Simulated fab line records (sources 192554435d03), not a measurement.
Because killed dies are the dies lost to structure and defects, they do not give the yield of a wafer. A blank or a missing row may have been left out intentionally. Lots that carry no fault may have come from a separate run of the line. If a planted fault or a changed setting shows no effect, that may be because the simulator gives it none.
Matching of chambers / flow n5 finfet / N5_SD_EPI_P_ETCH_16 on rie diel-03: 4 sister chambers
The step etches SiO2 in CHF3/O2, target depth 5 nm. 8 wafers are shown with their chamber, then 7 later ones without.

== WAFERS PAIRED WITH THEIR CHAMBERS ==
wafer=L078.5; chamber=3; throttle valve pct (%)=19.08; showerhead plenum p Torr (Torr)=2.39
wafer=L079.3; chamber=0; throttle valve pct (%)=18.74; showerhead plenum p Torr (Torr)=2.40
wafer=L079.6; chamber=2; throttle valve pct (%)=19.38; showerhead plenum p Torr (Torr)=2.42
wafer=L084.1; chamber=3; throttle valve pct (%)=19.10; showerhead plenum p Torr (Torr)=2.38
wafer=L084.2; chamber=0; throttle valve pct (%)=18.75; showerhead plenum p Torr (Torr)=2.40
wafer=L084.5; chamber=2; throttle valve pct (%)=19.39; showerhead plenum p Torr (Torr)=2.42
wafer=L086.1; chamber=1; throttle valve pct (%)=18.66; showerhead plenum p Torr (Torr)=2.24
wafer=L086.4; chamber=1; throttle valve pct (%)=18.65; showerhead plenum p Torr (Torr)=2.24

== WAFERS WITH NO CHAMBER GIVEN ==
wafer=L086.5; throttle valve pct (%)=19.11; showerhead plenum p Torr (Torr)=2.38
wafer=L089.1; throttle valve pct (%)=18.69; showerhead plenum p Torr (Torr)=2.24
wafer=L089.2; throttle valve pct (%)=18.74; showerhead plenum p Torr (Torr)=2.40
wafer=L089.5; throttle valve pct (%)=18.76; showerhead plenum p Torr (Torr)=2.40
wafer=L092.1; throttle valve pct (%)=18.70; showerhead plenum p Torr (Torr)=2.24
wafer=L092.3; throttle valve pct (%)=18.76; showerhead plenum p Torr (Torr)=2.40
wafer=L092.5; throttle valve pct (%)=18.71; showerhead plenum p Torr (Torr)=2.24

== THE CHAMBER EACH PASSED THROUGH ==
wafer=L086.5; from the rows above=3; in truth=3
wafer=L089.1; from the rows above=1; in truth=1
wafer=L089.2; from the rows above=0; in truth=0
wafer=L089.5; from the rows above=0; in truth=0
wafer=L092.1; from the rows above=1; in truth=1
wafer=L092.3; from the rows above=0; in truth=0
wafer=L092.5; from the rows above=1; in truth=1
Placed correctly: 7 of 7. From these rows, 0 cannot be placed. Number placed wrongly: 0.
How it was worked out, from the rows above alone: a wafer's distance from a chamber is the root of the sum, over the readings, of the square of ((its reading less the chamber's mean) divided by the reading's scatter). If the next closest chamber is less than 2 further off than the closest, the wafer can't be placed; otherwise it belongs to the closest. The mean given for a chamber averages the wafers shown for that chamber. The scatter: take each reading less its chamber's mean, square it, sum over the shown wafers, divide by the number of wafers less the number of chambers, and take the root.
